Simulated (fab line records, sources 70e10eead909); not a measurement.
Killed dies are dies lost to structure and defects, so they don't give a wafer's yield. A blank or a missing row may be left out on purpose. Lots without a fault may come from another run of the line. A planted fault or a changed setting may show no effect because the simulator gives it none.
fab line records | flow nand_harc
record lots=5 wafers=15 last_day=24
route steps=1159 shown P_ZERO_WELL@14 END@1159
lots that met no fault: from a run of the same line without faults
start_h: hours from the record's first day to the start of the lot's first wafer shown | wait_h: hours since the lot's step before | " the same as in the row above | L1.1+2: a row that stands for several wafers | - no value, or no start given | * or withheld: withheld | < > ~ a bound
route shown NAME@n: a module of which the file shows steps, and the number in the route of the first | usual: mean/standard deviation of fault-free wafers | same: alike in all rows | chamber/n: place in a boat | sites: the reading at each site | _std_site: their standard deviation | _edge_site: outer sites' mean less inner sites' | radius_mm: how far each site lies from the wafer's centre | mask NAME#n: copy n | behind: the tool/chamber that last shaped the wafer | hold: why the lot was held/for how many hours/how that ended | device: the transistor (n, p or np) that didn't switch | end of line: the same wafers' tests at the end of the route | a step without rows: its recipe alone | killed: dies lost to structure and defects at the first sort, not the wafer's yield | map: a wafer's dies, x killed, . not, _ none there
set.NAME: the setting as run; set.NAME@STEP: as run at that earlier step | model.NAME: the simulator's own value behind a step, which no gauge read
lots at some steps of the route; a table a step, a row a wafer
services: from which hour (start_h, from the record's first day; less than 0 if before it) a tool's chamber was out of use, for how many hours, and why
## steps
# step NHARC_P_ZERO_WELL_CD_MEAS_11
# recipe target_cd_nm=500 landing_energy_ev=500
# usual cd_nm=499.8/1.1
# columns lot.wafer tool chamber start_h wait_h cd_nm
L921.1 cd_sem-02 0 13.23 - 498.7
L921.4 " 0 " " 497.9
L921.6 " 0 " " 498.7
L924.1 cd_sem-03 0 31.23 - 500.4
L924.5 " 0 " " 501.5
L924.6 " 0 " " 498.9
L925.4 cd_sem-02 0 37.13 - 501.6
L925.5 " 0 " " 500.6
L925.6 " 0 " " 500.8
L931.3 cd_sem-02 0 73.25 - 499.6
L931.4 " 0 " " 500.3
L931.5 " 0 " " 501.5
L941.1 cd_sem-01 0 133.24 - 500.0
L941.4 " 0 " " 500.6
L941.5 " 0 " " 499.1
# step NHARC_P_ZERO_WELL_HARDBAKE_12
# recipe temp_c=118 time_s=65
# step NHARC_P_ZERO_WELL_DESCUM_13
# recipe time_s=3 o2_flow_sccm=200 ar_flow_sccm=0 bias_power_w=0 chemistry=O2
# usual drypump_motor_current_A=5.8/0.44 oes_product_au=0.999/0.0069 rf_vpp_V=57.9/0.97 showerhead_plenum_p_Torr=1.95/0.078 throttle_valve_pct=11.312/0.0087
# columns lot.wafer tool chamber start_h wait_h drypump_motor_current_A oes_product_au rf_hours_counter_h rf_vpp_V showerhead_plenum_p_Torr throttle_valve_pct
L921.4 rie_diel-07 3 13.39 - 5.8 1.004 6 59.1 1.94 11.313
L921.1 " 1 " " 5.6 1.008 6 56.8 2.06 11.322
L921.6 " 0 " " 4.8 1.013 - 57.9 1.85 11.310
L924.1 rie_diel-13 3 31.41 - 5.8 1.003 8 58.8 2.03 11.310
L924.5 " 0 " " 6.3 1.009 - 57.7 1.91 11.314
L924.6 " 1 " " 5.6 0.998 - 58.0 1.92 11.320
L925.4 rie_diel-08 0 37.29 - 6.3 0.990 5 56.7 1.88 11.307
L925.5 " 2 " " 5.6 0.993 - 58.3 2.00 11.315
L925.6 " 3 " " 5.9 0.993 - 56.7 2.06 11.302
L931.4 rie_diel-13 0 73.40 - 6.2 1.004 12 57.9 1.91 11.317
L931.3 " 1 " " 5.6 1.003 10 57.5 1.92 11.323
L931.5 " 0 " " 6.3 0.997 - 58.1 1.91 11.319
L941.4 rie_diel-13 0 133.45 - 6.2 1.006 1 57.0 1.91 11.300
L941.1 " 1 " " 5.7 1.002 1 57.4 1.92 11.306
L941.5 " 0 " " 6.3 1.002 - 57.1 1.91 11.316
# step NHARC_P_ZERO_WELL_ETCH_65
# recipe target_depth_a=800 overetch_a=240 time_s=87.88 ion_energy_ev=200 n2_flow_sccm=150 h2_flow_sccm=150 ar_flow_sccm=0 rf_w=400 bias_w=150 chemistry=N2/H2
# usual drypump_motor_current_A=5.9/0.42 oes_product_au=1.001/0.0067 rf_vpp_V=431.6/2.4 showerhead_plenum_p_Torr=2.08/0.084 throttle_valve_pct=14.172/0.0089
# columns lot.wafer tool chamber start_h wait_h drypump_motor_current_A oes_product_au rf_hours_counter_h rf_vpp_V showerhead_plenum_p_Torr throttle_valve_pct
L921.1 rie_diel-07 2 13.48 0.1 6.1 1.012 6 430.9 2.09 14.184
L921.4 " 3 " " 5.8 1.010 6 431.9 2.07 14.177
L921.6 " 1 " " 5.6 1.012 - 435.5 2.20 14.181
L924.1 rie_diel-13 0 31.47 0.1 6.3 1.011 8 432.8 2.04 14.177
L924.5 " 0 " " 6.3 1.008 - 429.8 2.04 14.172
L924.6 " 1 " " 5.6 0.989 - 430.6 2.05 14.170
L925.4 rie_diel-08 2 37.37 0.1 5.6 0.989 3 434.0 2.13 14.162
L925.5 " 1 " " 6.7 1.001 - 433.2 2.14 14.181
L925.6 " 2 " " 5.6 0.989 - 434.1 2.13 14.184
L931.3 rie_diel-13 0 73.48 0.1 6.3 0.995 12 430.7 2.04 14.178
L931.4 " 1 " " 5.6 0.992 10 432.1 2.05 14.165
L931.5 " 0 " " 6.3 0.993 - 431.2 2.04 14.160
L941.1 rie_diel-13 1 133.83 0.4 5.6 0.996 1 429.9 2.05 14.180
L941.4 " 3 " " 5.8 1.004 2 432.9 2.16 14.170
L941.5 " 0 " " 6.3 1.005 - 430.2 2.04 14.193
# step NHARC_P_ZERO_WELL_ETCH_62
# recipe target_depth_a=130 time_s=6.5 chf3_flow_sccm=50 ar_flow_sccm=200 rf_w=500 bias_w=200 chemistry=CHF3/Ar
# usual drypump_motor_current_A=5.8/0.44 oes_product_au=0.962/0.015 rf_vpp_V=371.5/2.3 showerhead_plenum_p_Torr=2.39/0.097 throttle_valve_pct=20.216/0.0098
# columns lot.wafer tool chamber start_h wait_h drypump_motor_current_A oes_product_au rf_hours_counter_h rf_vpp_V showerhead_plenum_p_Torr throttle_valve_pct
L921.1 rie_diel-07 1 - - 5.6 0.982 6 375.0 2.52 20.210
L921.4 " 2 " " 6.1 0.981 6 373.0 2.40 20.203
L921.6 " 3 " " 5.8 0.959 - 369.8 2.38 20.196
L924.1 rie_diel-13 3 - - 5.8 0.981 8 373.8 2.48 20.208
L924.5 " 2 " " 5.9 0.978 - 368.7 2.20 20.217
L924.6 " 3 " " 5.8 0.970 - 373.1 2.48 20.230
L925.4 rie_diel-08 0 - - 6.3 0.963 5 369.6 2.31 20.211
L925.6 " 0 " " 6.3 0.976 - 369.3 2.31 20.192
L925.5 " 1 " " 6.7 0.974 - 372.4 2.46 20.234
L931.3 rie_diel-13 2 - - 6.0 0.973 10 367.5 2.20 20.240
L931.4 " 0 " " 6.3 0.958 12 370.9 2.34 20.231
L931.5 " 1 " " 5.6 0.976 - 371.4 2.36 20.227
L941.1 rie_diel-13 2 - - 6.0 0.947 2 366.2 2.20 20.208
L941.4 " 3 " " 5.8 0.952 2 373.7 2.48 20.229
L941.5 " 2 " " 5.9 0.937 - 365.6 2.20 20.226
# step NHARC_P_ZERO_WELL_ETCH_63
# recipe target_depth_a=1200 time_s=40.1 hbr_flow_sccm=150 cl2_flow_sccm=50 rf_w=400 icp_w=400 bias_w=100 chemistry=HBr/Cl2
# usual drypump_motor_current_A=5.8/0.45 oes_product_au=1.001/0.0077 throttle_valve_pct=26.406/0.01
# columns lot.wafer tool chamber start_h wait_h drypump_motor_current_A oes_product_au rf_hours_counter_h throttle_valve_pct
L921.1 rie_si-03 1 13.68 - 5.5 0.998 0.3 26.421
L921.4 " 2 " " 5.9 1.005 - 26.421
L921.6 " 3 " " 5.9 1.014 - 26.409
L924.1 rie_si-06 1 31.69 - 6.1 0.998 0.1 26.422
L924.5 " 2 " " 4.9 1.000 - 26.397
L924.6 " 3 " " 6.1 0.999 - 26.418
L925.5 rie_si-03 3 37.59 - 5.9 1.005 - 26.400
L925.4 " 1 " " 5.6 0.999 - 26.398
L925.6 " 2 " " 5.9 1.004 - 26.414
L931.4 rie_si-06 2 73.66 - 4.9 0.999 0.5 26.408
L931.3 " 3 " " 6.1 0.994 0.5 26.406
L931.5 " 2 " " 4.9 1.004 - 26.427
L941.4 rie_si-03 3 134.02 - 5.9 1.015 1.5 26.370
L941.1 " 0 " " 5.2 1.011 0.2 26.420
L941.5 " 2 " " 5.9 0.986 - 26.429
# step NHARC_P_ZERO_WELL_STRIP_15
# recipe time_s=900 temp_c=130 chemistry=SPM
# step NHARC_P_ZERO_WELL_DEHYDRATE_16
# recipe temp_c=150 time_s=120
# step NHARC_P_ZERO_WELL_HMDS_17
# recipe time_s=30
# step NHARC_P_ZERO_WELL_COAT_18
# recipe spin_rpm=withheld
# step NHARC_P_ZERO_WELL_SOFTBAKE_19
# recipe temp_c=122 time_s=95
# step NHARC_P_ZERO_WELL_EBR_20
# step NHARC_P_ZERO_WELL_EXPOSE_21
# recipe na=0.6 target_cd_nm=720 dose_mj=22.31 mask_id=P_NWELL
# columns lot.wafer tool chamber start_h wait_h mask
L921.1+4+6 krf_scanner-04 0 14.45 - P_NWELL#0
L924.1+5+6 krf_scanner-02 0 32.30 - P_PWELL#0
L925.4+5+6 krf_scanner-04 0 38.35 - P_NWELL#0
L931.3+4+5 krf_scanner-02 0 74.32 - P_NWELL#0
L941.1+4+5 krf_scanner-04 0 134.77 - P_NWELL#0
# step NHARC_P_ZERO_WELL_PEB_22
# recipe peb_temp_c=118 peb_time_s=85
# step NHARC_P_ZERO_WELL_DEVELOP_23
# recipe time_s=70
# step NHARC_P_ZERO_WELL_CD_MEAS_24
# recipe target_cd_nm=720 landing_energy_ev=500
# usual cd_nm=719.9/1.3
# columns lot.wafer tool chamber start_h wait_h cd_nm
L921.1 cd_sem-03 0 14.60 - 719.2
L921.4 " 0 " " 719.2
L921.6 " 0 " " 719.1
L924.1 cd_sem-01 0 32.45 - -
L924.5 " 0 " " -
L924.6 " 0 " " -
L925.4 cd_sem-02 0 38.51 - 722.8
L925.5 " 0 " " 720.2
L925.6 " 0 " " 721.3
L931.3 cd_sem-03 0 74.47 - 719.9
L931.4 " 0 " " 718.5
L931.5 " 0 " " 720.3
L941.1 cd_sem-03 0 134.93 - 721.8
L941.4 " 0 " " 721.4
L941.5 " 0 " " 721.0
# step NHARC_P_ZERO_WELL_HARDBAKE_25
# recipe temp_c=125 time_s=80
# step NHARC_END_SORT_01
# recipe temp_c=25
# usual killed_at_array=29/12 killed_at_other=0.7/1 killed_at_periphery=4/3.2 killed_dies=34/12 killed_open=3.4/2 killed_short=1.8/1.3
# same gross_dies=677
# columns lot.wafer tool chamber start_h wait_h killed_at_array killed_at_other killed_at_periphery killed_dies killed_open killed_short
L924.1 prober-01 0 455.61 2.5 21 0 656 677 3 3
L924.5 prober-01 0 458.80 3.7 15 0 662 677 0 1
L924.6 prober-01 0 459.60 4.0 13 0 664 677 4 1
# killed by level:class
L924.1 P_ZERO_WELL:area_expose=642 A_SLIT:chamber_film_flake=9 P_STI:chamber_film_flake=7 P_ZERO_WELL:chamber_film_flake=3 A_CHANNEL_HOLE_D1:chamber_film_flake=3 P_M1:chamber_film_flake=2 A_STAIRCASE:chamber_film_flake=2 P_CONTACT:geometric_particle:open=1
L924.5 P_ZERO_WELL:area_expose=652 A_SLIT:chamber_film_flake=8 P_STI:chamber_film_flake=6 A_CHANNEL_HOLE_D1:chamber_film_flake=5 P_BONDPAD:chamber_film_flake=2 A_CHANNEL_FILL_D1:geometric_particle:short=1 P_GATE:chamber_film_flake=1 P_M1:chamber_film_flake=1
L924.6 P_ZERO_WELL:area_expose=652 P_BONDPAD:chamber_film_flake=6 A_SLIT:chamber_film_flake=6 P_STI:chamber_film_flake=4 A_CHANNEL_HOLE_D1:chamber_film_flake=2 P_GATE:geometric_particle:open=1 A_ONON_D1:geometric_particle:open=1 A_CHANNEL_FILL_D1:geometric_particle:open=1
# map L924.1 (x killed, . not)
____________x____________
_________xxxxxxx_________
_______xxxxxxxxxxx_______
______xxxxxxxxxxxxx______
_____xxxxxxxxxxxxxxx_____
____xxxxxxxxxxxxxxxxx____
____xxxxxxxxxxxxxxxxx____
___xxxxxxxxxxxxxxxxxxx___
___xxxxxxxxxxxxxxxxxxx___
__xxxxxxxxxxxxxxxxxxxxx__
__xxxxxxxxxxxxxxxxxxxxx__
_xxxxxxxxxxxxxxxxxxxxxxx_
_xxxxxxxxxxxxxxxxxxxxxxx_
_xxxxxxxxxxxxxxxxxxxxxxx_
_xxxxxxxxxxxxxxxxxxxxxxx_
_xxxxxxxxxxxxxxxxxxxxxxx_
xxxxxxxxxxxxxxxxxxxxxxxxx
xxxxxxxxxxxxxxxxxxxxxxxxx
xxxxxxxxxxxxxxxxxxxxxxxxx
xxxxxxxxxxxxxxxxxxxxxxxxx
xxxxxxxxxxxxxxxxxxxxxxxxx
_xxxxxxxxxxxxxxxxxxxxxxx_
_xxxxxxxxxxxxxxxxxxxxxxx_
_xxxxxxxxxxxxxxxxxxxxxxx_
_xxxxxxxxxxxxxxxxxxxxxxx_
_xxxxxxxxxxxxxxxxxxxxxxx_
__xxxxxxxxxxxxxxxxxxxxx__
__xxxxxxxxxxxxxxxxxxxxx__
___xxxxxxxxxxxxxxxxxxx___
___xxxxxxxxxxxxxxxxxxx___
____xxxxxxxxxxxxxxxxx____
____xxxxxxxxxxxxxxxxx____
_____xxxxxxxxxxxxxxx_____
______xxxxxxxxxxxxx______
_______xxxxxxxxxxx_______
_________xxxxxxx_________
____________x____________
# map L931.5 (x killed, . not)
____________.____________
_________x......_________
_______..........._______
______.............______
_____..........x...._____
____.................____
____.................____
___..x................___
___...................___
__.....................__
__.....................__
_......................._
_......................._
_......................._
_......................._
_.........xx..........x._
.........................
..................x.x....
...x........x............
.........................
....................x....
_................x...x.._
_.........x.......x....._
_.......x........x.x.x.._
_...x..................._
_......x........xx......_
__.x...............xx..__
__.....x.xx.........x..__
___.....x.xx..........___
___......x..x.........___
____....xx...........____
____...x.x.xx........____
_____...x..x...x...._____
______x...........x______
_______..........._______
_________...x..._________
____________.____________
## services
# columns tool chamber start_h hours kind
rie_diel-13 0 4.58 - clean
rie_diel-13 1 4.58 - clean
rie_diel-13 2 4.58 - clean
rie_si-06 - 6.00 9.0 pm
rie_si-03 1 10.58 1.0 repair
rie_diel-08 2 22.91 10.3 repair
rie_diel-07 1 27.75 13.3 repair
rie_si-06 1 33.08 5.0 repair
krf_scanner-02 - 38.00 4.0 pm
rie_diel-08 - 44.52 0.2 repair
rie_si-06 3 47.07 4.2 repair
rie_diel-07 - 51.20 9.0 pm
krf_scanner-02 - 63.84 1.5 repair
rie_si-03 3 76.98 12.8 repair
rie_si-03 1 90.06 7.9 repair
rie_diel-13 - 99.00 9.0 pm
rie_si-06 1 103.53 2.5 repair
krf_scanner-04 - 110.00 0.8 repair
rie_si-03 2 112.60 3.5 repair
rie_si-06 1 119.08 7.6 repair
rie_diel-08 - 124.80 9.0 pm
krf_scanner-04 - 126.00 4.0 pm
rie_diel-08 1 134.37 3.4 repair
krf_scanner-02 - 134.73 5.6 repair
## key
first_sign step=NHARC_P_ZERO_WELL_EXPOSE_21 reading=mask direction=changed
effect step=NHARC_P_ZERO_WELL_CD_MEAS_24 reading=cd_nm direction=missing
effect step=NHARC_END_SORT_01 reading=killed_at_periphery direction=up sigmas=99+ usual=4 struck=661
more_kills_born_at NHARC_P_ZERO_WELL_EXPOSE_21@krf_scanner-02=1946
met_at NHARC_P_ZERO_WELL_EXPOSE_21
struck_wafers L924.1,L924.5,L924.6
later_rows_left_out L924.1,L924.5,L924.6
tester_left_out L924
fault kind=wrong_mask tool=any chamber=- onset_h=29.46 steps=NHARC_P_ZERO_WELL_EXPOSE_21 aux_copy=P_PWELL#0 scope=struck_lots_only
# tester_left_out: of these lots the tester's yield and bins aren't shown, on N5 and GAA mostly nor the transistor test; their killed dies are dies lost to structure and defects alone, not to doping, threshold or leakage, so they don't give the yield
# later_rows_left_out: the simulator's readings of these wafers behind a module that went badly wrong aren't trusted and aren't shown, but for the sort
